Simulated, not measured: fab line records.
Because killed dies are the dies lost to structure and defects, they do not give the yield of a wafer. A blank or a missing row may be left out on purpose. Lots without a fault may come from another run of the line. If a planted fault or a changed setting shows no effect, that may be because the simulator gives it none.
Which of the tools did it?	flow nand harc	11 lots, 33 wafers sampled, at 5 steps of a route of 1159

## WHAT EACH GAUGE READ, for each wafer
NHARC_P_M1_THK_MEAS_24: measures by xrf. Usual: 158.3 nm for thk nm, sd 1.8.
lot	measured	on	thk nm (nm)	flag
L299	day 7 05:06	film metro-01	158.1 158.0 157.4	
L300	day 7 10:55	film metro-02	157.7 158.1 159.9	
L301	day 7 18:27	film metro-02	159.5 156.9 158.5	
L303	day 7 23:22	film metro-01	161.7 157.6 156.6	
L304	day 8 12:32	film metro-01	29.0 31.0 29.8 29.1 30.6 30.3	OFF
L305	day 8 18:02	film metro-01	30.4 28.3 30.2 27.9 30.7 30.5	OFF
L310	day 9 22:20	film metro-01	158.8 158.4 157.3	
L315	day 10 20:37	film metro-02	156.4 157.5 160.8	
L316	day 11 08:20	film metro-01	158.1 158.4 158.5	
L317	day 11 14:13	film metro-01	161.0 157.8 162.5	
L318	day 11 22:05	film metro-02	157.7 157.7 157.8	

## EACH LOT AND THE TOOL THAT RAN IT (in order: tool; ch and the chambers of the sampled wafers; start)
lot	NHARC_P_M0_CMP_23	NHARC_P_M1_ETCH_28	NHARC_P_M1_ECD_22	NHARC_P_M1_CMP_23
L299	cmp-04 ch 0,2,3, day 7 00:47	rie diel-05 ch 1,2,3, day 7 04:04 or earlier	ecd cu-01 ch 0,1, day 7 04:04	cmp-03 ch 1,2, day 7 04:49
L300	cmp-01 ch 1,2,3, day 7 06:23	rie diel-05 ch 0,1,3, day 7 09:51 or earlier	ecd cu-01 ch 0,1, day 7 09:51	cmp-02 ch 0,2,3, day 7 10:37
L301	cmp-02 ch 0,2,3, day 7 14:04	rie diel-09 ch 1,2, day 7 17:25 or earlier	ecd cu-02 ch 1, day 7 17:25	cmp-02 ch 0,2,3, day 7 18:08
L303	cmp-01 ch 0,2,3, day 7 19:05	rie diel-09 ch 0,2,3, day 7 22:26 or earlier	ecd cu-01 ch 0,1, day 7 22:26	cmp-02 ch 0,1,3, day 7 23:06
L304	cmp-02 ch 2,3, day 8 08:11	rie diel-09 ch 0,1,3, day 8 11:33 or earlier	ecd cu-01 ch 0,1, day 8 11:33	cmp-03 ch 0,1, day 8 12:13
L305	cmp-04 ch 0,3, day 8 12:58	rie diel-02 ch 0,2,3, day 8 17:02 or earlier	ecd cu-01 ch 1, day 8 17:02	cmp-02 ch 0,3, day 8 17:44
L310	cmp-01 ch 0,1, day 9 17:46	rie diel-02 ch 0,1, day 9 21:12 or earlier	ecd cu-01 ch 0,1, day 9 21:12	cmp-02 ch 0,3, day 9 22:01
L315	cmp-01 ch 0,1,3, day 10 16:14	rie diel-09 ch 0,3, day 10 19:33 or earlier	ecd cu-01 ch 0,1, day 10 19:33	cmp-04 ch 0,2,3, day 10 20:19
L316	cmp-01 ch 0,1,3, day 11 03:44	rie diel-05 ch 1,2,3, day 11 07:17 or earlier	ecd cu-01 ch 0,1, day 11 07:17	cmp-02 ch 0,2,3, day 11 08:01
L317	cmp-01 ch 0,1,2, day 11 09:38	rie diel-09 ch 0,1,3, day 11 13:10 or earlier	ecd cu-02 ch 0,1, day 11 13:10	cmp-04 ch 0,1, day 11 13:55
L318	cmp-02 ch 0,3, day 11 17:37	rie diel-05 ch 0,1,3, day 11 21:03 or earlier	ecd cu-01 ch 0,1, day 11 21:03	cmp-03 ch 0,3, day 11 21:47
- NHARC_P_M0_CMP_23: polishes, t overpolish 20 s, target thk 117.53 nm.
- NHARC_P_M1_ETCH_28: etches the open film in CF4/N2, target depth 30 nm, time 72.99 s.
- NHARC_P_M1_ECD_22: material Cu, target thk 400 nm.
- NHARC_P_M1_CMP_23: polishes, t overpolish 20 s, target thk 157.82 nm.

## AS READ BY THE TOOLS THEMSELVES (means over the sampled wafers that have a number; for cases with no such wafer, the mark the record gives instead)
NHARC_P_M0_CMP_23. Usual: motor current A 11.8 A, standard deviation 1.1; retaining ring pressure frac 0.999, standard deviation 0.0048; time to endpoint s 31 s, standard deviation 3.1.
lot	tool	motor current A (A)	retaining ring pressure frac	time to endpoint s (s)	flag
L299	cmp-04	12.2	0.992	33	
L300	cmp-01	12.2	1.003	35	
L301	cmp-02	10.7	1.005	30	
L303	cmp-01	12.5	0.998	33	
L304	cmp-02	10.7	1.001	27	
L305	cmp-04	11.4	1.002	29	
L310	cmp-01	11.6	1.002	34	
L315	cmp-01	11.5	0.999	31	
L316	cmp-01	11.4	1.003	31	
L317	cmp-01	12.9	0.997	30	
L318	cmp-02	11.2	0.998	29	

NHARC_P_M1_ETCH_28. Usual: chamber pressure mTorr 29.998 mTorr, standard deviation 0.026; drypump motor current A 5.9 A, standard deviation 0.48; oes product au 0.998 a.u., standard deviation 0.014; rf vpp V 314.9 V, standard deviation 1.9; showerhead plenum p Torr 2.67 Torr, standard deviation 0.11; throttle valve pct 19.792 %, standard deviation 0.009.
lot	tool	chamber pressure mTorr (mTorr)	drypump motor current A (A)	oes product au (a.u.)	rf vpp V (V)	showerhead plenum p Torr (Torr)	throttle valve pct (%)	flag
L299	rie diel-05	29.977	5.9	0.989	316.2	2.74	19.792	
L300	rie diel-05	30.016	5.6	1.006	314.8	2.67	19.784	
L301	rie diel-09	30.012	6.5	0.983	316.6	2.74	19.794	
L303	rie diel-09	30.011	5.7	0.990	316.6	2.76	19.796	
L304	rie diel-09	30.013	5.8	0.991	315.6	2.74	19.791	
L305	rie diel-02	29.973	5.7	0.987	314.2	2.58	19.785	
L310	rie diel-02	29.994	5.9	1.006	314.1	2.64	19.792	
L315	rie diel-09	29.963	5.4	1.000	316.3	2.75	19.798	
L316	rie diel-05	30.024	5.9	1.017	316.6	2.74	19.802	
L317	rie diel-09	29.986	5.8	0.998	315.7	2.74	19.798	
L318	rie diel-05	30.000	5.6	1.017	314.5	2.66	19.790	

NHARC_P_M1_ECD_22. Usual: bath heat duty pct 6.5 %, standard deviation 0.93; bath temp c 24.98 C, standard deviation 0.11.
lot	tool	bath heat duty pct (%)	bath temp c (C)	flag
L299	ecd cu-01	6.3	25.01	
L300	ecd cu-01	6.7	25.10	
L301	ecd cu-02	7.5	25.00	
L303	ecd cu-01	6.5	24.94	
L304	ecd cu-01	-	-	OFF
L305	ecd cu-01	-	-	OFF
L310	ecd cu-01	6.1	24.96	
L315	ecd cu-01	5.9	24.85	
L316	ecd cu-01	7.2	25.16	
L317	ecd cu-02	6.4	25.01	
L318	ecd cu-01	6.6	24.97	

NHARC_P_M1_CMP_23. Usual: motor current A 11.7 A, standard deviation 1; retaining ring pressure frac 0.999, standard deviation 0.0049; time to endpoint s 30 s, standard deviation 3.7.
lot	tool	motor current A (A)	retaining ring pressure frac	time to endpoint s (s)	flag
L299	cmp-03	12.3	1.007	26	
L300	cmp-02	10.8	0.998	29	
L301	cmp-02	10.9	0.997	31	
L303	cmp-02	11.3	0.994	33	
L304	cmp-03	11.7	1.003	0	OFF
L305	cmp-02	11.0	0.997	5	OFF
L310	cmp-02	11.2	0.998	28	
L315	cmp-04	11.5	0.996	35	
L316	cmp-02	10.8	0.999	31	
L317	cmp-04	12.9	0.996	32	
L318	cmp-03	12.1	1.001	28	

## THE ANSWER, worked out from the rows above alone
Rule: lot off if the mean of its wafers having a number is beyond 3 standard deviations from the usual mean. A lot without any number at a reading at which 4 lots or more have one is off too. All remaining lots with rows at the step are treated as sound. The gauges are gone through in route order, then the tools' own readings, and for those a lot's mean is taken as printed above. At the first step where some lot is off, the reading lying furthest off is the one used; lots without a number count as furthest.
Off, at NHARC_P_M1_THK_MEAS_24 on thk nm: L304, L305.
If a tool, at a process step before that reading, ran all the lots that are off and no sound lot after the first of them, it fits. Not tried: the gauges at NHARC_P_M1_THK_MEAS_24; whatever is off there is also off at NHARC_P_M1_ECD_22, on other tools, and gauge error can't account for it. NHARC_P_M1_ETCH_28: start missing for some lots; hours and lot order therefore follow NHARC_P_M1_ECD_22. Of those tried, none fits.

## WHAT THE SIMULATOR HAD PUT IN
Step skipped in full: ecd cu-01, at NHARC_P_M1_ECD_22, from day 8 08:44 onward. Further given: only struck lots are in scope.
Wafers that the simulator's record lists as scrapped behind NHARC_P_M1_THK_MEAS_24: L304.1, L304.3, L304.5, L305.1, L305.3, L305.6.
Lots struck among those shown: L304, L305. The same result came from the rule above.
